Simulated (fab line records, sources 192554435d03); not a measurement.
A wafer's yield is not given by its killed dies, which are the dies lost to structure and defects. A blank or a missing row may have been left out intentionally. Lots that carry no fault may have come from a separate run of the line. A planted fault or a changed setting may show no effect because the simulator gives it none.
Split-lot study | flow n5Finfet | 21 wafers read across 7 lots, on a route 1938 steps long

ABOUT THE SPLIT
At N5_PASSIVATION_ETCH_54 (etches SiO2 in CHF3/O2, target depth 880 nm, time 440 s), the setting sourceW was moved away from the recipe's 650 W on 8 of the 21 wafers read, by -14.2% to +8.1%. For the rest of the wafers, this setting stayed at what the recipe calls for.

Reading taken at the split's own step.

THE READING
rfVppV, in V, at N5_PASSIVATION_ETCH_54 (etches SiO2 in CHF3/O2, target depth 880 nm, time 440 s). A value of 524 V with a standard deviation of 3.5 V is what fault-free wafers of this fab line usually give.

wafer  | tool, chamber at the split | sourceW as run, W | against the recipe | rfVppV, V | against lot-mates on the recipe
L075.2 | rieDiel-03, 3              | 650               | recipe             | 529       | -
L075.4 | rieDiel-03, 2              | 557.5             | -14.2%             | 570       | +41
L075.5 | rieDiel-03, 2              | 557.5             | -14.2%             | 570       | +41
L077.1 | rieDiel-06, 3              | 650               | recipe             | 527       | -
L077.2 | rieDiel-06, 0              | 650               | recipe             | 522       | -
L077.3 | rieDiel-06, 2              | 650               | recipe             | 528       | -
L083.2 | rieDiel-06, 1              | 650               | recipe             | 518       | -
L083.4 | rieDiel-06, 0              | 650               | recipe             | 522       | -
L083.5 | rieDiel-06, 1              | 650               | recipe             | 519       | -
L080.1 | rieDiel-01, 1              | 702.9             | +8.1%              | 501       | -24
L080.3 | rieDiel-01, 0              | 702.9             | +8.1%              | 505       | -20
L080.6 | rieDiel-01, 3              | 650               | recipe             | 525       | -
L085.3 | rieDiel-01, 3              | 650               | recipe             | 522       | -
L085.5 | rieDiel-01, 3              | 650               | recipe             | 522       | -
L085.6 | rieDiel-01, 1              | 592               | -8.9%              | 546       | +24
L090.2 | rieDiel-06, 1              | 699.8             | +7.7%              | 503       | -23
L090.5 | rieDiel-06, 3              | 650               | recipe             | 526       | -
L090.6 | rieDiel-06, 0              | 699.8             | +7.7%              | 504       | -22
L091.2 | rieDiel-03, 0              | 681.4             | +4.8%              | 515       | -10
L091.3 | rieDiel-03, 1              | 650               | recipe             | 523       | -
L091.4 | rieDiel-03, 2              | 650               | recipe             | 528       | -

THE FIT
A straight line over all 21 wafers: rfVppV changes by -2.91 V for each +1% of sourceW; r = -0.98; the points scatter about the line by 3.6 V.
The same after taking each lot's own level away (the mean of its wafers on the recipe; 21 wafers): -2.82 V for each +1%; r = -0.99; scatter 1.9 V.
The reading moves by 40 V for the largest change in sourceW, on that fit.
Measured against the standard deviation above, the lots' own levels, which go from 519.7 to 529.0 V, span 2.7 times it.
The two slopes are in agreement: the lot-to-lot level therefore moves the slope only a little.
Check: with one of the wafers moved furthest among these (-14.2%) left out of the fit, the line predicts +39.9 V for it against its lot-mates. Against them it came out at +41 V.
Tool readings at the split's step, against how far the setting was moved: rfVppV r = -0.98.

OTHER SPLITS ON THESE WAFERS
Note: prior to the reading, these wafers also went through further splits. Each is held against what the fit with the lots' levels taken away leaves over:
other split on the same wafers      | wafers away from the commonest value | r with rfVppV (lot level and that fit taken away)
N5_MIM_BOT_LITHO_PEB_06 pebTimeS    | as run: not given for these wafers   | -
N5_PASSIVATION_EXPOSE_07 doseMj     | 10                                   | -0.12
N5_PASSIVATION_PASS_ETCH_74 sourceW | 7                                    | -0.13
N5_PASSIVATION_PASS_ETCH_47 timeS   | 8                                    | -0.11

FILE'S OWN FIT
rfVppV changes by -2.79 V for each +1% of sourceW, r = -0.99.
